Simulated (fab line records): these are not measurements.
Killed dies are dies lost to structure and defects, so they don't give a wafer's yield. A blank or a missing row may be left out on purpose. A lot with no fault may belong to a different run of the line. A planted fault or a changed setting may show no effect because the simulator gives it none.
Which tool is to blame? :: flow n5_finfet :: 36 wafers from 12 lots sampled at 2 of the route's 1938 steps

WHAT THE GAUGES READ, wafer by wafer
N5_BEOL_M2_RS_MEAS_58: uses a four-point probe to measure.
lot: L075
measured: day 7 06:16
on: film_metro-01
M2_RS (ohm/sq): 0.64 0.69 0.70

lot: L078
measured: day 7 11:08
on: film_metro-02
M2_RS (ohm/sq): 0.75 0.73 0.71

lot: L079
measured: day 8 00:41
on: film_metro-01
M2_RS (ohm/sq): 0.67 0.67 0.68

lot: L081
measured: day 9 06:55
on: film_metro-02
M2_RS (ohm/sq): 0.67 0.71 0.71

lot: L082
measured: day 9 08:18
on: film_metro-01
M2_RS (ohm/sq): 0.64 0.63 0.66

lot: L085
measured: day 9 11:31
on: film_metro-01
M2_RS (ohm/sq): 0.69 0.70 0.67

lot: L087
measured: day 9 19:52
on: film_metro-01
M2_RS (ohm/sq): 0.65 0.66 0.68

lot: L088
measured: day 11 04:52
on: film_metro-02
M2_RS (ohm/sq): 0.64 0.68 0.65

lot: L091
measured: day 11 11:59
on: film_metro-01
M2_RS (ohm/sq): 0.74 0.69 0.73

lot: L093
measured: day 11 17:31
on: film_metro-01
M2_RS (ohm/sq): 0.67 0.67 0.66

lot: L094
measured: day 12 03:28
on: film_metro-01
M2_RS (ohm/sq): 0.68 0.72 0.67

lot: L096
measured: day 13 00:50
on: film_metro-02
M2_RS (ohm/sq): 0.65 0.66 0.69

WHAT TOOL EACH LOT RAN ON (gives the tool, then ch and the chambers of the sampled wafers, and finally the start)
lot: L075
N5_BEOL_M2_CO_CAP_55: cvd_co-01 ch 0,1, day 7 06:05

lot: L078
N5_BEOL_M2_CO_CAP_55: cvd_co-01 ch 0,2, day 7 10:57

lot: L079
N5_BEOL_M2_CO_CAP_55: cvd_co-01 ch 1,2, day 8 00:30

lot: L081
N5_BEOL_M2_CO_CAP_55: cvd_co-01 ch 0,1,2, day 9 06:44

lot: L082
N5_BEOL_M2_CO_CAP_55: cvd_co-01 ch 0,1, day 9 08:07

lot: L085
N5_BEOL_M2_CO_CAP_55: cvd_co-01 ch 0,2, day 9 11:20

lot: L087
N5_BEOL_M2_CO_CAP_55: cvd_co-02 ch 1,2, day 9 19:41

lot: L088
N5_BEOL_M2_CO_CAP_55: cvd_co-02 ch 1,2, day 11 04:40

lot: L091
N5_BEOL_M2_CO_CAP_55: cvd_co-02 ch 0,2, day 11 11:48

lot: L093
N5_BEOL_M2_CO_CAP_55: cvd_co-01 ch 0,2, day 11 17:19

lot: L094
N5_BEOL_M2_CO_CAP_55: cvd_co-02 ch 0,1,2, day 12 03:17

lot: L096
N5_BEOL_M2_CO_CAP_55: cvd_co-02 ch 1,2, day 13 00:39
- N5_BEOL_M2_CO_CAP_55: material Co, precursor CCTBA/H2, target thk 2 nm, time 102.1 s.

THE ANSWER, worked out from the rows above alone
Rule: the usual values come from the lots themselves. The widest of any qualifying gaps counts: lots, ordered by their means at a reading, are off when they make up no more than a third of the lots, leave a main group of 4 or more, and stand apart from it by 3 or more times the standard deviation of that group's means. A main group whose means are all the same, to the digits that the tables above print for the reading, isn't used. A lot without any number at a reading at which 4 lots or more have one is off too. Any other lot the step has rows for is counted as sound.
Nothing can be told from this: no lot is off at any reading shown.

WHAT HAD BEEN PUT IN BY THE SIMULATOR
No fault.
